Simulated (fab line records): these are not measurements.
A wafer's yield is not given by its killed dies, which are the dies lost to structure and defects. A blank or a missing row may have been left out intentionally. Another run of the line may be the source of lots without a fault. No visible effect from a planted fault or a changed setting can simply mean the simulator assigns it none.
Lot-split experiment -- flow n5-finfet -- on a route of 1938 steps: 7 lots, 39 wafers read

== ON THE SPLIT ==
At N5_HKMG_FIN_ETCH_32 (etches SOC in N2/H2, target depth 240 nm, time 300 s), the setting target-depth-a was moved away from the recipe's 2400 angstrom on 18 of the 39 wafers read, by -11.8% to +5.7%. All remaining wafers had this setting at the recipe value.

The reading is taken at the split's own step.

== THE READING ==
etch.depth-nm (the simulator's own value, which no gauge read), in nm, at N5_HKMG_FIN_ETCH_32 (etches SOC in N2/H2, target depth 240 nm, time 300 s). The file gives no usual value for it. Average 241.0 nm, standard deviation 4.3 nm, over the 21 wafers here run with the recipe.

wafer,"tool, chamber at the split","target-depth-a as run, angstrom",against the recipe,"etch.depth-nm, nm",against lot-mates on the recipe
L080.1,"rie-diel-05, 3",2400,recipe,238.8,-
L080.2,"rie-diel-05, 2",2400,recipe,237.1,-
L080.3,"rie-diel-05, 0",2181,-9.1%,227.2,-13.4
L080.4,"rie-diel-05, 1",2400,recipe,245.9,-
L080.5,"rie-diel-05, 3",2181,-9.1%,217.5,-23.1
L080.6,"rie-diel-05, 0",2181,-9.1%,227.4,-13.2
L082.1,"rie-diel-06, 1",2400,recipe,242.5,-
L082.2,"rie-diel-06, 3",2400,recipe,243.2,-
L082.3,"rie-diel-06, 2",2116,-11.8%,209.7,-33.2
L082.4,"rie-diel-06, 0",2116,-11.8%,209,-33.9
L082.5,"rie-diel-06, 1",2400,recipe,242.9,-
L082.6,"rie-diel-06, 0",2116,-11.8%,208.7,-34.2
L085.1,"rie-diel-05, 1",2400,recipe,247.1,-
L085.5,"rie-diel-05, 2",2400,recipe,238.9,-
L085.6,"rie-diel-05, 1",2400,recipe,249.9,-
L086.1,"rie-diel-05, 1",2400,recipe,247.2,-
L086.2,"rie-diel-05, 3",2400,recipe,238.3,-
L086.3,"rie-diel-05, 0",2505,+4.4%,261.4,+21.1
L086.4,"rie-diel-05, 2",2400,recipe,235.4,-
L086.5,"rie-diel-05, 1",2505,+4.4%,257,+16.7
L086.6,"rie-diel-05, 2",2505,+4.4%,247,+6.7
L089.1,"rie-diel-06, 0",2271,-5.4%,223.2,-13.6
L089.2,"rie-diel-06, 3",2271,-5.4%,230.1,-6.7
L089.3,"rie-diel-06, 2",2400,recipe,234.2,-
L089.4,"rie-diel-06, 1",2400,recipe,241,-
L089.5,"rie-diel-06, 3",2271,-5.4%,230.9,-5.9
L089.6,"rie-diel-06, 2",2400,recipe,235.2,-
L091.1,"rie-diel-02, 3",2523,+5.1%,254.2,+12.4
L091.2,"rie-diel-02, 2",2523,+5.1%,247.1,+5.3
L091.3,"rie-diel-02, 0",2400,recipe,245.9,-
L091.4,"rie-diel-02, 1",2400,recipe,241,-
L091.5,"rie-diel-02, 1",2400,recipe,238.4,-
L091.6,"rie-diel-02, 0",2523,+5.1%,257.5,+15.7
L096.1,"rie-diel-06, 1",2537,+5.7%,255.5,+16.2
L096.2,"rie-diel-06, 2",2400,recipe,237,-
L096.3,"rie-diel-06, 0",2400,recipe,238.8,-
L096.4,"rie-diel-06, 3",2537,+5.7%,256.8,+17.5
L096.5,"rie-diel-06, 0",2537,+5.7%,251.1,+11.8
L096.6,"rie-diel-06, 1",2400,recipe,242.2,-

FIT RESULTS
A straight line over all 39 wafers: etch.depth-nm changes by +2.44 nm for each +1% of target-depth-a; r = +0.94; the points scatter about the line by 4.7 nm.
The same after taking each lot's own level away (the mean of its wafers on the recipe; 39 wafers): +2.47 nm for each +1%; r = +0.94; scatter 4.7 nm.
The reading moves by 29 nm for the largest change in target-depth-a, on that fit.
From 236.80 to 245.30 nm: that is the span of the lots' own levels, equal to 2.0 times the standard deviation above.
So the lot-to-lot level changes the slope little: the two slopes agree.
Check: with one of the wafers moved furthest among these (-11.8%) left out of the fit, the line predicts -27.6 nm for it against its lot-mates. It came out at -33.2 nm against them.

== OTHER SPLITS APPLIED TO THESE WAFERS ==
These wafers also went through other splits before the reading. Each is held against what the fit with the lots' levels taken away leaves over:
other split on the same wafers,wafers away from the commonest value,r with etch.depth-nm (lot level and that fit taken away)
N5_FIN_SAQP_EXPOSE_13 dose-mj,18,+0.00
N5_FIN_CUT_ETCH_21 bias-w,12,+0.10
N5_FIN_CUT_CUT_ETCH_26 source-w,18,+0.05

== THE WHOLE CHAIN: every reading that the file lists as answering this split, in the file's order ==
step,what it does,reading,change (the file's fit),r (the file's)
N5_HKMG_FIN_ETCH_32,"etches SOC in N2/H2, target depth 240 nm, time 300 s","HKMG_FIN.feature-depth-nm (the simulator's own value, which no gauge read)",+2.44 nm for each +1% of the setting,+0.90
N5_HKMG_FIN_ETCH_32,"etches SOC in N2/H2, target depth 240 nm, time 300 s","etch.depth-nm (the simulator's own value, which no gauge read)",+2.44 nm for each +1% of the setting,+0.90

== THE FILE'S OWN FIT ==
etch.depth-nm changes by +2.44 nm for each +1% of target-depth-a, r = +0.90.
